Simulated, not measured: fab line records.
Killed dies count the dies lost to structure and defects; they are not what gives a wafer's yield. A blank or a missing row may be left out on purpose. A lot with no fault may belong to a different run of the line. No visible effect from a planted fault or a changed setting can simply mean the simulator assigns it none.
fab line records | flow nand_harc | part 1 of 2: steps 1 to 25 of 39
record: lots: 5 | wafers: 15 | last_day: 24
route steps=1159 shown A_M1@1027 A_BONDPAD@1059
lots that met no fault: taken from a fault-free run of the same line
start_h: hours from the record's first day to the start of the lot's first wafer shown | wait_h: hours since the lot's step before | " the same as in the row above | L1.1+2: a row that stands for several wafers | - value missing, or start not given | * or withheld: withheld | < > ~ a bound
route shown NAME@n: names a module that has steps shown in the file, with the first one's number in the route | usual: mean and standard deviation over wafers with no fault | same: alike in all rows | chamber/n: place in a boat | sites: readings site by site | _std_site: standard deviation across them | _edge_site: inner sites' mean taken away from outer sites' mean | radius_mm: for every site, how far away it sits from the centre of the wafer | mask NAME#n: copy n | behind: the most recent tool/chamber to have shaped the wafer | hold: why the lot went on hold/how many hours it stayed there/how the hold came to an end | device: transistor that didn't switch, given as n, p or np | end of line: at the end of the route, the tests of the same wafers | a step without rows: its recipe alone | killed: dies lost to structure and defects at the first sort, not the wafer's yield | map: shows each die of a wafer: x if killed, . if not, _ if none is there
set.NAME: setting as actually run; set.NAME@STEP: the setting as run at that earlier step | model.NAME: the simulator's own value behind a step, which no gauge read
lots seen at some steps along the route; tables by step, rows by wafer
services: the hour from which a tool's chamber was out of use, counted from the record's first day as start_h (under 0 if before that day), plus the number of hours and why
== steps ==
step: NHARC_A_M1_DEHYDRATE_01
recipe: temp_c: 150 | time_s: 120
usual: plate_temp_C: 150.00/0.14
lot.wafer | tool           | chamber | start_h | wait_h | plate_temp_C
L074.3    | litho_track-04 | 0       | 410.78  | -      | 150.27
L074.4    | "              | 0       | "       | "      | 149.97
L074.6    | "              | 0       | "       | "      | 150.08
L077.1    | litho_track-01 | 0       | 413.48  | -      | 149.95
L077.2    | "              | 0       | "       | "      | 150.11
L077.3    | "              | 0       | "       | "      | 150.17
L083.3    | litho_track-01 | 0       | 458.61  | -      | 149.96
L083.5    | "              | 0       | "       | "      | 149.85
L083.6    | "              | 0       | "       | "      | 149.99
L088.2    | litho_track-04 | 0       | 471.35  | -      | 150.16
L088.4    | "              | 0       | "       | "      | 150.21
L088.6    | "              | 0       | "       | "      | 150.01
L094.1    | litho_track-01 | 0       | 528.86  | -      | 150.01
L094.3    | "              | 0       | "       | "      | 149.98
L094.6    | "              | 0       | "       | "      | 150.13
step: NHARC_A_M1_HMDS_02
recipe: time_s: 30
lot.wafer  | tool           | chamber | start_h | wait_h
L074.3+4+6 | litho_track-04 | 0       | -       | -
L077.1+2+3 | litho_track-01 | 0       | -       | -
L083.3+5+6 | litho_track-01 | 0       | -       | -
L088.2+4+6 | litho_track-04 | 0       | -       | -
L094.1+3+6 | litho_track-01 | 0       | -       | -
step: NHARC_A_M1_COAT_34
recipe: temp_c: 200 | time_s: 65
usual: plate_temp_C: 200.01/0.17
lot.wafer | tool           | chamber | start_h | wait_h | plate_temp_C
L074.3    | litho_track-04 | 0       | -       | -      | 199.94
L074.4    | "              | 0       | "       | "      | 200.10
L074.6    | "              | 0       | "       | "      | 200.06
L077.1    | litho_track-01 | 0       | -       | -      | 199.70
L077.2    | "              | 0       | "       | "      | 200.05
L077.3    | "              | 0       | "       | "      | 199.67
L083.3    | litho_track-01 | 0       | -       | -      | 199.86
L083.5    | "              | 0       | "       | "      | 199.73
L083.6    | "              | 0       | "       | "      | 200.08
L088.2    | litho_track-04 | 0       | -       | -      | 200.25
L088.4    | "              | 0       | "       | "      | 200.01
L088.6    | "              | 0       | "       | "      | 200.01
L094.1    | litho_track-01 | 0       | -       | -      | 199.82
L094.3    | "              | 0       | "       | "      | 199.86
L094.6    | "              | 0       | "       | "      | 200.04
step: NHARC_A_M1_COAT_03
recipe: spin_rpm: 1500 | resist_thk_nm: 90
lot.wafer  | tool           | chamber | start_h | wait_h
L074.3+4+6 | litho_track-04 | 0       | -       | -
L077.1+2+3 | litho_track-01 | 0       | -       | -
L083.3+5+6 | litho_track-01 | 0       | -       | -
L088.2+4+6 | litho_track-04 | 0       | -       | -
L094.1+3+6 | litho_track-01 | 0       | -       | -
step: NHARC_A_M1_SOFTBAKE_04
recipe: temp_c: 105 | time_s: 55
usual: plate_temp_C: 105.00/0.11
lot.wafer | tool           | chamber | start_h | wait_h | plate_temp_C
L074.3    | litho_track-04 | 0       | -       | -      | 104.98
L074.4    | "              | 0       | "       | "      | 104.93
L074.6    | "              | 0       | "       | "      | 104.91
L077.1    | litho_track-01 | 0       | -       | -      | 104.91
L077.2    | "              | 0       | "       | "      | 105.18
L077.3    | "              | 0       | "       | "      | 105.10
L083.3    | litho_track-01 | 0       | -       | -      | 105.01
L083.5    | "              | 0       | "       | "      | 104.79
L083.6    | "              | 0       | "       | "      | 104.91
L088.2    | litho_track-04 | 0       | -       | -      | 105.03
L088.4    | "              | 0       | "       | "      | 105.09
L088.6    | "              | 0       | "       | "      | 104.97
L094.1    | litho_track-01 | 0       | -       | -      | 105.01
L094.3    | "              | 0       | "       | "      | 104.87
L094.6    | "              | 0       | "       | "      | 105.12
step: NHARC_A_M1_EBR_05
lot.wafer  | tool           | chamber | start_h | wait_h
L074.3+4+6 | litho_track-04 | 0       | -       | -
L077.1+2+3 | litho_track-01 | 0       | -       | -
L083.3+5+6 | litho_track-01 | 0       | -       | -
L088.2+4+6 | litho_track-04 | 0       | -       | -
L094.1+3+6 | litho_track-01 | 0       | -       | -
step: NHARC_A_M1_EXPOSE_06
recipe: na: 1.35 | target_cd_nm: 120 | dose_mj: 75.13 | mask_id: A_M1
lot.wafer  | tool            | chamber | start_h | wait_h | mask
L074.3+4+6 | arfi_scanner-03 | 0       | 411.08  | -      | A_M1#0
L077.1+2+3 | arfi_scanner-02 | 0       | 413.77  | -      | A_M1#0
L083.3+5+6 | arfi_scanner-01 | 0       | 458.90  | -      | A_M1#0
L088.2+4+6 | arfi_scanner-01 | 0       | 471.64  | -      | A_M1#0
L094.1+3+6 | arfi_scanner-03 | 0       | 529.15  | -      | A_M1#0
step: NHARC_A_M1_PEB_07
recipe: peb_temp_c: 100 | peb_time_s: 65
usual: plate_temp_C: 100.04/0.12
lot.wafer | tool           | chamber | start_h | wait_h | plate_temp_C
L074.3    | litho_track-01 | 0       | 411.14  | 0.1    | 100.14
L074.4    | "              | 0       | "       | "      | 99.99
L074.6    | "              | 0       | "       | "      | 99.94
L077.1    | litho_track-06 | 0       | 413.83  | 0.1    | 100.28
L077.2    | "              | 0       | "       | "      | 100.16
L077.3    | "              | 0       | "       | "      | 100.00
L083.3    | litho_track-06 | 0       | 458.96  | 0.0    | 99.95
L083.5    | "              | 0       | "       | "      | 99.87
L083.6    | "              | 0       | "       | "      | 100.05
L088.2    | litho_track-01 | 0       | 471.70  | 0.1    | 99.86
L088.4    | "              | 0       | "       | "      | 100.03
L088.6    | "              | 0       | "       | "      | 99.99
L094.1    | litho_track-04 | 0       | 529.21  | 0.1    | 99.93
L094.3    | "              | 0       | "       | "      | 100.04
L094.6    | "              | 0       | "       | "      | 100.10
step: NHARC_A_M1_DEVELOP_08
recipe: develop_time_s: 35 | dev_temp_c: 23
lot.wafer  | tool           | chamber | start_h | wait_h
L074.3+4+6 | litho_track-01 | 0       | -       | -
L077.1+2+3 | litho_track-06 | 0       | -       | -
L083.3+5+6 | litho_track-06 | 0       | -       | -
L088.2+4+6 | litho_track-01 | 0       | -       | -
L094.1+3+6 | litho_track-04 | 0       | -       | -
step: NHARC_A_M1_CD_MEAS_09
recipe: target_cd_nm: 120 | landing_energy_ev: 500
usual: cd_nm: 119.8/0.63
lot.wafer | tool      | chamber | start_h | wait_h | cd_nm
L074.3    | cd_sem-01 | 0       | 411.22  | -      | 119.7
L074.4    | "         | 0       | "       | "      | 119.5
L074.6    | "         | 0       | "       | "      | 118.5
L077.1    | cd_sem-01 | 0       | 413.91  | -      | 119.9
L077.2    | "         | 0       | "       | "      | 120.8
L077.3    | "         | 0       | "       | "      | 119.6
L083.3    | cd_sem-01 | 0       | 459.04  | -      | 120.3
L083.5    | "         | 0       | "       | "      | 120.3
L083.6    | "         | 0       | "       | "      | 121.0
L088.2    | cd_sem-02 | 0       | 471.78  | -      | 118.5
L088.4    | "         | 0       | "       | "      | 120.7
L088.6    | "         | 0       | "       | "      | 119.9
L094.1    | cd_sem-01 | 0       | 529.29  | -      | 119.5
L094.3    | "         | 0       | "       | "      | 120.2
L094.6    | "         | 0       | "       | "      | 120.6
step: NHARC_A_M1_OVL_MEAS_10
recipe: pitch_nm: 240
usual: overlay_x_nm: 0.0/0.66 | overlay_y_nm: 0.1/0.84
lot.wafer | tool       | chamber | start_h | wait_h | overlay_x_nm | overlay_y_nm
L074.3    | overlay-02 | -       | 411.30  | -      | -0.4         | -0.7
L074.4    | "          | -       | "       | "      | 0.3          | -0.2
L074.6    | "          | -       | "       | "      | 0.1          | -0.3
L077.1    | overlay-01 | -       | 414.00  | -      | 0.6          | 0.1
L077.2    | "          | -       | "       | "      | 0.9          | -0.5
L077.3    | "          | -       | "       | "      | 0.7          | -0.7
L083.3    | overlay-02 | -       | 459.12  | -      | 0.1          | 2.2
L083.5    | "          | -       | "       | "      | -0.9         | 1.8
L083.6    | "          | -       | "       | "      | -0.3         | 1.9
L088.2    | overlay-01 | -       | 471.87  | -      | -0.8         | 0.8
L088.4    | "          | -       | "       | "      | -0.2         | 0.8
L088.6    | "          | -       | "       | "      | -0.3         | 0.3
L094.1    | overlay-01 | -       | 529.38  | -      | -0.8         | -0.3
L094.3    | "          | -       | "       | "      | -0.5         | -0.6
L094.6    | "          | -       | "       | "      | -0.4         | -0.7
step: NHARC_A_M1_INSPECT_11
usual: raw_defect_count: 32/16
lot.wafer | tool              | chamber | start_h | wait_h | raw_defect_count
L074.3    | defect_inspect-01 | -       | 411.34  | 0.0    | 21
L074.4    | "                 | -       | "       | "      | 23
L074.6    | "                 | -       | "       | "      | 22
L077.1    | defect_inspect-02 | -       | 414.04  | 0.0    | 40
L077.2    | "                 | -       | "       | "      | 32
L077.3    | "                 | -       | "       | "      | 34
L083.3    | defect_inspect-02 | -       | 459.16  | 0.0    | 45
L083.5    | "                 | -       | "       | "      | 55
L083.6    | "                 | -       | "       | "      | 36
L088.2    | defect_inspect-02 | -       | 471.90  | 0.0    | 40
L088.4    | "                 | -       | "       | "      | 43
L088.6    | "                 | -       | "       | "      | 31
L094.1    | defect_inspect-02 | -       | 529.42  | 0.0    | 35
L094.3    | "                 | -       | "       | "      | 32
L094.6    | "                 | -       | "       | "      | 33
step: NHARC_A_M1_DESCUM_14
recipe: time_s: 3 | o2_flow_sccm: 200 | ar_flow_sccm: 0 | bias_power_w: 0 | chemistry: O2
usual: drypump_motor_current_A: 5.6/0.35 | oes_product_au: 0.994/0.012 | rf_vpp_V: 57.8/0.88 | showerhead_plenum_p_Torr: 1.91/0.067 | throttle_valve_pct: 11.311/0.0093
lot.wafer | tool        | chamber | start_h | wait_h | drypump_motor_current_A | oes_product_au | rf_hours_counter_h | rf_vpp_V | showerhead_plenum_p_Torr | throttle_valve_pct
L074.3    | rie_diel-11 | 0       | 411.41  | 0.1    | 5.4                     | 0.994          | 2.6                | 56.5     | 2.00                     | 11.315
L074.4    | "           | 2       | "       | "      | 5.6                     | 0.992          | 2.6                | 57.6     | 1.97                     | 11.311
L074.6    | "           | 0       | "       | "      | 5.4                     | 0.991          | -                  | 57.8     | 2.00                     | 11.299
L077.3    | rie_diel-11 | 0       | 414.10  | 0.1    | 5.4                     | 0.996          | 2.8                | 58.7     | 2.00                     | 11.301
L077.1    | "           | 2       | "       | "      | 5.6                     | 0.985          | 2.7                | 57.7     | 1.97                     | 11.318
L077.2    | "           | 3       | "       | "      | 5.4                     | 0.986          | 3.0                | 57.3     | 1.94                     | 11.313
L083.3    | rie_diel-03 | 3       | 459.23  | 0.1    | 5.7                     | 0.983          | 3.7                | 58.0     | 1.80                     | 11.309
L083.5    | "           | 2       | "       | "      | 5.8                     | 1.000          | -                  | 56.5     | 1.88                     | 11.310
L083.6    | "           | 3       | "       | "      | 5.7                     | 0.994          | -                  | 56.2     | 1.80                     | 11.321
L088.2    | rie_diel-03 | 2       | 471.97  | 0.1    | 5.8                     | 0.996          | 5.0                | 59.1     | 1.88                     | 11.314
L088.4    | "           | 3       | "       | "      | 5.7                     | 0.979          | 4.6                | 57.4     | 1.80                     | 11.299
L088.6    | "           | 1       | "       | "      | 5.2                     | 0.977          | -                  | 56.9     | 1.90                     | 11.311
L094.1    | rie_diel-11 | 2       | 529.49  | 0.1    | 5.5                     | 0.996          | 11.0               | 57.1     | 1.97                     | 11.310
L094.3    | "           | 3       | "       | "      | 5.4                     | 1.015          | 10.6               | 59.3     | 1.94                     | 11.313
L094.6    | "           | 2       | "       | "      | 5.5                     | 1.002          | -                  | 57.8     | 1.97                     | 11.315
step: NHARC_A_M1_ETCH_35
recipe: target_depth_a: 400 | overetch_a: 120 | time_s: 43.94 | ion_energy_ev: 200 | n2_flow_sccm: 150 | h2_flow_sccm: 150 | ar_flow_sccm: 0 | rf_w: 400 | bias_w: 150 | chemistry: N2/H2
usual: drypump_motor_current_A: 5.6/0.37 | oes_product_au: 0.995/0.01 | rf_vpp_V: 430.5/2.2 | showerhead_plenum_p_Torr: 2.04/0.074 | throttle_valve_pct: 14.170/0.0088
lot.wafer | tool        | chamber | start_h | wait_h | drypump_motor_current_A | oes_product_au | rf_hours_counter_h | rf_vpp_V | showerhead_plenum_p_Torr | throttle_valve_pct
L074.3    | rie_diel-11 | 2       | 411.50  | 0.1    | 5.6                     | 0.993          | 2.6                | 432.1    | 2.10                     | 14.172
L074.4    | "           | 3       | "       | "      | 5.4                     | 1.003          | 2.9                | 432.3    | 2.07                     | 14.180
L074.6    | "           | 0       | "       | "      | 5.4                     | 1.006          | -                  | 431.9    | 2.14                     | 14.167
L077.3    | rie_diel-11 | 1       | 414.18  | 0.1    | 5.2                     | 1.005          | 2.5                | 431.2    | 2.06                     | 14.166
L077.2    | "           | 2       | "       | "      | 5.6                     | 0.991          | 2.7                | 432.2    | 2.10                     | 14.176
L077.1    | "           | 3       | "       | "      | 5.4                     | 1.011          | 3.0                | 430.9    | 2.07                     | 14.176
L083.3    | rie_diel-03 | 3       | 459.30  | 0.1    | 5.7                     | 0.986          | 3.7                | 426.1    | 1.92                     | 14.178
L083.5    | "           | 3       | "       | "      | 5.6                     | 0.987          | -                  | 427.6    | 1.92                     | 14.167
L083.6    | "           | 0       | "       | "      | 6.4                     | 0.994          | -                  | 433.4    | 2.11                     | 14.183
L088.4    | rie_diel-03 | 3       | 472.05  | 0.1    | 5.6                     | 0.979          | 4.6                | 427.5    | 1.92                     | 14.152
L088.2    | "           | 0       | "       | "      | 6.4                     | 1.005          | 4.5                | 433.1    | 2.11                     | 14.151
L088.6    | "           | 3       | "       | "      | 5.7                     | 0.984          | -                  | 427.4    | 1.92                     | 14.170
L094.3    | rie_diel-11 | 2       | 529.57  | 0.1    | 5.6                     | 0.991          | 11.0               | 432.0    | 2.10                     | 14.156
L094.1    | "           | 3       | "       | "      | 5.4                     | 1.002          | 10.6               | 430.3    | 2.06                     | 14.167
L094.6    | "           | 0       | "       | "      | 5.4                     | 0.999          | -                  | 431.9    | 2.14                     | 14.183
step: NHARC_A_M1_ETCH_15
recipe: target_depth_a: 1825 | time_s: 91.2 | c4f8_flow_sccm: withheld | ar_flow_sccm: 400 | rf_w: 600 | bias_w: 300 | chemistry: C4F8/Ar
usual: oes_product_au: 0.949/0.023 | rf_vpp_V: 440.9/2.3
lot.wafer | tool        | chamber | start_h | wait_h | oes_product_au | rf_hours_counter_h | rf_vpp_V
L074.4    | rie_diel-11 | 0       | -       | -      | 0.964          | 2.7                | 444.5
L074.3    | "           | 1       | "       | "      | 0.972          | 2.4                | 441.7
L074.6    | "           | 1       | "       | "      | 0.974          | -                  | 442.1
L077.3    | rie_diel-11 | 0       | -       | -      | 0.962          | 2.8                | 442.8
L077.2    | "           | 1       | "       | "      | 0.964          | 2.6                | 441.4
L077.1    | "           | 2       | "       | "      | 0.973          | 2.7                | 443.7
L083.3    | rie_diel-03 | 2       | -       | -      | 0.960          | 4.1                | 439.5
L083.5    | "           | 0       | "       | "      | 0.983          | -                  | 442.9
L083.6    | "           | 1       | "       | "      | 0.961          | -                  | 440.0
L088.4    | rie_diel-03 | 1       | -       | -      | 0.948          | 5.0                | 441.1
L088.2    | "           | 0       | "       | "      | 0.973          | 4.5                | 439.7
L088.6    | "           | 2       | "       | "      | 0.957          | -                  | 439.1
L094.3    | rie_diel-11 | 1       | -       | -      | 0.918          | 10.3               | 440.9
L094.1    | "           | 3       | "       | "      | 0.934          | 10.6               | 441.9
L094.6    | "           | 2       | "       | "      | 0.919          | -                  | 442.6
step: NHARC_A_M1_CD_MEAS_16
usual: cd_nm: 119.9/0.91
lot.wafer | tool      | chamber | start_h | wait_h | cd_nm
L074.3    | cd_sem-01 | -       | 411.71  | -      | 120.2
L074.4    | "         | -       | "       | "      | 118.5
L074.6    | "         | -       | "       | "      | 119.0
L077.1    | cd_sem-03 | -       | 414.41  | -      | 119.1
L077.2    | "         | -       | "       | "      | 120.6
L077.3    | "         | -       | "       | "      | 119.2
L083.3    | cd_sem-01 | -       | 459.53  | -      | 120.8
L083.5    | "         | -       | "       | "      | 121.0
L083.6    | "         | -       | "       | "      | 122.4
L088.2    | cd_sem-02 | -       | 472.27  | -      | 120.2
L088.4    | "         | -       | "       | "      | 120.5
L088.6    | "         | -       | "       | "      | 120.4
L094.1    | cd_sem-02 | -       | 529.79  | -      | 119.4
L094.3    | "         | -       | "       | "      | 119.5
L094.6    | "         | -       | "       | "      | 120.8
step: NHARC_A_M1_STRIP_18
recipe: power_w: 1000 | n2_flow_sccm: 150 | h2_flow_sccm: 150 | ar_flow_sccm: 0 | bias_w: 0 | chemistry: N2/H2
usual: drypump_motor_current_A: 5.6/0.39 | oes_product_au: 0.998/0.012 | rf_vpp_V: 90.6/0.95 | showerhead_plenum_p_Torr: 2.04/0.085 | throttle_valve_pct: 14.171/0.0092
lot.wafer | tool        | chamber | start_h | wait_h | drypump_motor_current_A | oes_product_au | rf_hours_counter_h | rf_vpp_V | showerhead_plenum_p_Torr | throttle_valve_pct
L074.3    | rie_diel-05 | 1       | 411.78  | 0.1    | 5.5                     | 1.005          | 1.6                | 91.0     | 1.93                     | 14.176
L074.4    | "           | 0       | "       | "      | 5.9                     | 1.013          | 1.5                | 89.9     | 2.08                     | 14.164
L074.6    | "           | 1       | "       | "      | 5.5                     | 0.998          | -                  | 91.3     | 1.93                     | 14.168
L077.1    | rie_diel-03 | 1       | 414.52  | 0.1    | 5.2                     | 0.972          | 0.4                | 91.9     | 2.03                     | 14.172
L077.3    | "           | 2       | "       | "      | 5.7                     | 0.982          | 0.5                | 89.6     | 2.00                     | 14.173
L077.2    | "           | 3       | "       | "      | 5.6                     | 0.984          | 0.5                | 89.6     | 1.92                     | 14.169
L083.3    | rie_diel-11 | 3       | 459.59  | 0.1    | 5.4                     | 1.004          | 6.3                | 91.1     | 2.07                     | 14.176
L083.6    | "           | 3       | "       | "      | 5.4                     | 1.003          | -                  | 90.2     | 2.07                     | 14.173
L083.5    | "           | 0       | "       | "      | 5.4                     | 0.993          | -                  | 91.9     | 2.14                     | 14.159
L088.4    | rie_diel-05 | 3       | 472.39  | 0.1    | 5.1                     | 1.007          | 2.9                | 91.3     | 2.18                     | 14.166
L088.2    | "           | 0       | "       | "      | 5.9                     | 1.008          | 2.7                | 91.4     | 2.08                     | 14.159
L088.6    | "           | 1       | "       | "      | 5.5                     | 0.999          | -                  | 89.2     | 1.93                     | 14.149
L094.1    | rie_diel-03 | 3       | 529.89  | 0.1    | 5.7                     | 0.978          | 7.6                | 91.0     | 1.92                     | 14.184
L094.3    | "           | 1       | "       | "      | 5.3                     | 0.991          | 8.2                | 89.7     | 2.03                     | 14.168
L094.6    | "           | 2       | "       | "      | 5.8                     | 0.980          | -                  | 91.2     | 2.00                     | 14.167
step: NHARC_A_M1_ETCH_28
recipe: target_depth_a: 300 | over_etch_frac: 0.3 | time_s: 72.99 | ion_energy_ev: 150 | cf4_flow_sccm: 50 | n2_flow_sccm: 100 | ar_flow_sccm: 150 | rf_w: 300 | bias_w: 100 | chemistry: CF4/N2
usual: drypump_motor_current_A: 5.6/0.39 | oes_product_au: 0.998/0.013 | rf_vpp_V: 314.1/2 | showerhead_plenum_p_Torr: 2.62/0.1 | throttle_valve_pct: 19.793/0.01
lot.wafer | tool        | chamber | start_h | wait_h | drypump_motor_current_A | oes_product_au | rf_hours_counter_h | rf_vpp_V | showerhead_plenum_p_Torr | throttle_valve_pct
L074.4    | rie_diel-05 | 3       | -       | -      | 5.1                     | 0.996          | 1.6                | 317.3    | 2.80                     | 19.795
L074.3    | "           | 2       | "       | "      | 6.2                     | 1.009          | 1.8                | 311.6    | 2.50                     | 19.786
L074.6    | "           | 3       | "       | "      | 5.1                     | 1.017          | -                  | 316.4    | 2.80                     | 19.801
L077.2    | rie_diel-03 | 0       | -       | -      | 6.4                     | 0.990          | 0.5                | 316.7    | 2.71                     | 19.807
L077.3    | "           | 1       | "       | "      | 5.3                     | 0.976          | 0.4                | 314.9    | 2.61                     | 19.791
L077.1    | "           | 2       | "       | "      | 5.8                     | 0.986          | 0.5                | 313.0    | 2.58                     | 19.791
L083.3    | rie_diel-11 | 0       | -       | -      | 5.3                     | 0.992          | 6.0                | 315.6    | 2.74                     | 19.790
L083.6    | "           | 2       | "       | "      | 5.5                     | 0.996          | -                  | 316.2    | 2.70                     | 19.773
L083.5    | "           | 3       | "       | "      | 5.4                     | 0.996          | -                  | 315.5    | 2.66                     | 19.793
L088.2    | rie_diel-05 | 3       | -       | -      | 5.1                     | 1.018          | 2.9                | 316.9    | 2.80                     | 19.796
L088.4    | "           | 0       | "       | "      | 5.9                     | 1.016          | 2.7                | 313.3    | 2.67                     | 19.784
L088.6    | "           | 2       | "       | "      | 6.3                     | 0.997          | -                  | 312.6    | 2.50                     | 19.803
L094.3    | rie_diel-03 | 2       | -       | -      | 5.8                     | 0.980          | 8.4                | 313.2    | 2.57                     | 19.793
L094.1    | "           | 0       | "       | "      | 6.4                     | 0.999          | 6.8                | 315.4    | 2.70                     | 19.792
L094.6    | "           | 1       | "       | "      | 5.3                     | 0.985          | -                  | 314.3    | 2.61                     | 19.804
step: NHARC_A_M1_STRIP_19
recipe: time_s: 600 | temp_c: 30 | chemistry: post_etch_residue_remover
lot.wafer  | tool         | chamber | start_h | wait_h
L074.3+6+4 | wet_bench-10 | 4,6,1   | 412.18  | -
L077.2+3+1 | wet_bench-08 | 5,6,7   | 414.87  | -
L083.5+3+6 | wet_bench-10 | 0,1,4   | 459.96  | -
L088.4+6+2 | wet_bench-10 | 0,1,2   | 472.71  | -
L094.1+3+6 | wet_bench-10 | 3,6,0   | 530.23  | -
step: NHARC_A_M1_DEGAS_29
recipe: temp_c: 250 | time_s: 60
usual: heater_power_w: 315/29
lot.wafer | tool           | chamber | start_h | wait_h | heater_power_w
L074.4    | pvd_sputter-01 | -       | 412.44  | -      | 348
L074.3    | "              | -       | "       | "      | 356
L074.6    | "              | -       | "       | "      | 327
L077.1    | pvd_sputter-02 | -       | 415.15  | -      | 278
L077.2    | "              | -       | "       | "      | 318
L077.3    | "              | -       | "       | "      | 280
L083.3    | pvd_sputter-02 | -       | 460.25  | -      | 284
L083.5    | "              | -       | "       | "      | 343
L083.6    | "              | -       | "       | "      | 280
L088.2    | pvd_sputter-01 | -       | 472.99  | -      | 336
L088.4    | "              | -       | "       | "      | 311
L088.6    | "              | -       | "       | "      | 329
L094.3    | pvd_sputter-01 | -       | 530.51  | -      | 334
L094.1    | "              | -       | "       | "      | 336
L094.6    | "              | -       | "       | "      | 342
step: NHARC_A_M1_PRE_CLEAN_30
recipe: time_s: 30 | temp_c: 280 | gas: H2/He
usual: heater_power_w: 388/34
lot.wafer | tool           | chamber | start_h | wait_h | heater_power_w
L074.3    | pvd_sputter-01 | -       | -       | -      | 434
L074.4    | "              | -       | "       | "      | 424
L074.6    | "              | -       | "       | "      | 393
L077.1    | pvd_sputter-02 | -       | -       | -      | 353
L077.3    | "              | -       | "       | "      | 396
L077.2    | "              | -       | "       | "      | 433
L083.3    | pvd_sputter-02 | -       | -       | -      | 385
L083.5    | "              | -       | "       | "      | 424
L083.6    | "              | -       | "       | "      | 346
L088.4    | pvd_sputter-01 | -       | -       | -      | 427
L088.2    | "              | -       | "       | "      | 401
L088.6    | "              | -       | "       | "      | 424
L094.3    | pvd_sputter-01 | -       | -       | -      | 412
L094.1    | "              | -       | "       | "      | 433
L094.6    | "              | -       | "       | "      | 417
step: NHARC_A_M1_PVD_20
recipe: target_thk_a: 50 | bias_v: 168.6 | power_w: 15000 | chamber_pressure_pa: 0.12 | time_s: 8.06 | substrate_temp_c: 50 | material: TaN
usual: throttle_valve_pct: 29.9/0.99
lot.wafer | tool           | chamber | start_h | wait_h | throttle_valve_pct
L074.3    | pvd_sputter-01 | -       | -       | -      | 30.8
L074.4    | "              | -       | "       | "      | 28.2
L074.6    | "              | -       | "       | "      | 28.8
L077.2    | pvd_sputter-02 | -       | -       | -      | 30.6
L077.1    | "              | -       | "       | "      | 30.9
L077.3    | "              | -       | "       | "      | 29.4
L083.3    | pvd_sputter-02 | -       | -       | -      | 30.2
L083.6    | "              | -       | "       | "      | 29.1
L083.5    | "              | -       | "       | "      | 30.5
L088.4    | pvd_sputter-01 | -       | -       | -      | 30.8
L088.2    | "              | -       | "       | "      | 29.8
L088.6    | "              | -       | "       | "      | 28.5
L094.1    | pvd_sputter-01 | -       | -       | -      | 29.5
L094.3    | "              | -       | "       | "      | 31.9
L094.6    | "              | -       | "       | "      | 29.5
step: NHARC_A_M1_PVD_21
recipe: target_thk_a: 300 | chamber_pressure_pa: 5 | power_w: 5000 | substrate_temp_c: 30 | time_s: 20.49 | material: Cu
usual: throttle_valve_pct: 29.9/1
lot.wafer | tool           | chamber | start_h | wait_h | throttle_valve_pct
L074.4    | pvd_sputter-01 | -       | -       | -      | 28.2
L074.3    | "              | -       | "       | "      | 30.2
L074.6    | "              | -       | "       | "      | 28.2
L077.2    | pvd_sputter-02 | -       | -       | -      | 28.1
L077.1    | "              | -       | "       | "      | 30.4
L077.3    | "              | -       | "       | "      | 31.3
L083.3    | pvd_sputter-02 | -       | -       | -      | 30.7
L083.5    | "              | -       | "       | "      | 30.4
L083.6    | "              | -       | "       | "      | 31.1
L088.4    | pvd_sputter-01 | -       | -       | -      | 31.1
L088.2    | "              | -       | "       | "      | 28.3
L088.6    | "              | -       | "       | "      | 29.7
L094.1    | pvd_sputter-01 | -       | -       | -      | 29.4
L094.3    | "              | -       | "       | "      | 31.4
L094.6    | "              | -       | "       | "      | 29.7
step: NHARC_A_M1_ECD_22
recipe: target_thk_a: 4000 | bath_temp_c: 25 | material: Cu
lot.wafer  | tool      | chamber | start_h | wait_h
L074.3+4+6 | ecd_cu-01 | 0,1,1   | 412.91  | -
L077.1+2+3 | ecd_cu-01 | 1,0,1   | 415.51  | -
L083.3+6+5 | ecd_cu-02 | 0,1,0   | 460.74  | -
L088.2+4+6 | ecd_cu-01 | 0,0,1   | 473.39  | -
L094.1+3+6 | ecd_cu-01 | 0,1,0   | 530.92  | -
step: NHARC_A_M1_ANNEAL_31
recipe: temp_c: 225 | time_s: 90
usual: anneal_temp_c_max: 226.0/0.33 | wafer_temp_C_max: 226.16/0.26
lot.wafer | tool          | chamber | start_h | wait_h | anneal_temp_c_max | wafer_temp_C_max
L074.3    | rtp_anneal-02 | 0       | 413.32  | -      | 226.4             | 226.26
L074.4    | "             | 0       | "       | "      | 226.2             | 226.44
L074.6    | "             | 0       | "       | "      | 226.2             | 226.36
L077.1    | rtp_anneal-02 | 0       | 415.89  | 0.3    | 226.3             | 226.40
L077.2    | "             | 0       | "       | "      | 226.7             | 226.18
L077.3    | "             | 0       | "       | "      | 226.0             | 225.62
L083.3    | rtp_anneal-01 | 0       | 461.07  | 0.3    | 225.6             | 225.90
L083.5    | "             | 0       | "       | "      | 225.8             | 225.62
L083.6    | "             | 0       | "       | "      | 225.9             | 225.46
L088.2    | rtp_anneal-01 | 0       | 473.77  | 0.3    | 225.6             | 226.07
L088.4    | "             | 0       | "       | "      | 225.9             | 226.12
L088.6    | "             | 0       | "       | "      | 225.4             | 227.02
L094.1    | rtp_anneal-01 | 0       | 531.24  | 0.3    | 226.0             | 226.30
L094.3    | "             | 0       | "       | "      | 226.0             | 225.92
L094.6    | "             | 0       | "       | "      | 225.9             | 226.16
